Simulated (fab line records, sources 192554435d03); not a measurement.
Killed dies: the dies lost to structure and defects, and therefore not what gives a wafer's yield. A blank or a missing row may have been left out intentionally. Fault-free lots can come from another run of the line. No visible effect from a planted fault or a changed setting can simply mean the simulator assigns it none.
Chamber matching    flow n5_finfet    N5_HKMG_FIN_NWFM_ALD_20 on ald_metal-02: 4 sister chambers
The step deposits TiAlC, target thk 2 nm, pulse time 3 s, purge time 2 s. 16 wafers are shown with their chamber, then 8 later ones without.

WAFERS PAIRED WITH THEIR CHAMBERS
wafer   chamber  heater_power_w (W)  precursor_pulse_height_rel  chamber_pressure_Torr (Torr)
L074.1  0        503                 1.010                       3.008
L074.3  1        437                 1.010                       3.000
L074.6  3        604                 0.995                       2.995
L077.1  1        435                 1.032                       2.997
L077.3  0        514                 1.037                       3.005
L077.6  0        519                 1.001                       3.010
L081.1  0        506                 1.040                       3.005
L081.4  2        508                 1.041                       3.008
L081.5  0        510                 0.995                       3.013
L084.2  2        509                 1.023                       2.995
L084.3  1        442                 1.004                       3.004
L084.5  0        493                 0.963                       2.996
L086.1  1        441                 1.021                       3.009
L086.3  0        510                 0.997                       2.984
L086.4  3        577                 0.995                       2.994
L088.1  3        586                 1.006                       3.002

SIGNATURES, as means of the wafers listed above
reading                     chamber 0  chamber 1  chamber 2  chamber 3  scatter within a chamber
heater_power_w              507.86     438.75     508.50     589.00     8.32
precursor_pulse_height_rel  1.00614    1.01675    1.03200    0.99867    0.0202
chamber_pressure_Torr       3.00300    3.00250    3.00150    2.99700    0.00814
Rule: for a wafer and a chamber, the distance is found by dividing, reading by reading, the gap between the wafer's reading and the chamber's mean by the reading's scatter, squaring, summing and taking the root. The wafer belongs to the nearest chamber; if the next one is less than 2 further off, it can't be placed. The scatter: take each reading less its chamber's mean, square it, sum over the shown wafers, divide by the number of wafers less the number of chambers, and take the root.

WAFERS MISSING THEIR CHAMBER
wafer   heater_power_w (W)  precursor_pulse_height_rel  chamber_pressure_Torr (Torr)
L088.4  516                 1.025                       3.008
L088.5  582                 0.979                       3.000
L090.1  511                 0.988                       3.005
L090.3  433                 1.002                       2.998
L090.5  524                 1.005                       3.006
L092.3  496                 0.957                       3.004
L092.4  501                 1.008                       2.997
L092.6  513                 1.042                       3.007

EACH ONE'S CHAMBER
wafer   from the rows above      in truth
L088.4  can't be placed: 2 or 0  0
L088.5  3                        3
L090.1  can't be placed: 0 or 2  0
L090.3  1                        1
L090.5  can't be placed: 0 or 2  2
L092.3  can't be placed: 0 or 2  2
L092.4  can't be placed: 0 or 2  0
L092.6  can't be placed: 2 or 0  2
Placed correctly: 2 of 8. Cannot be placed on the basis of these rows: 6; the candidates contain the true chamber in 6. 0 placed wrongly.
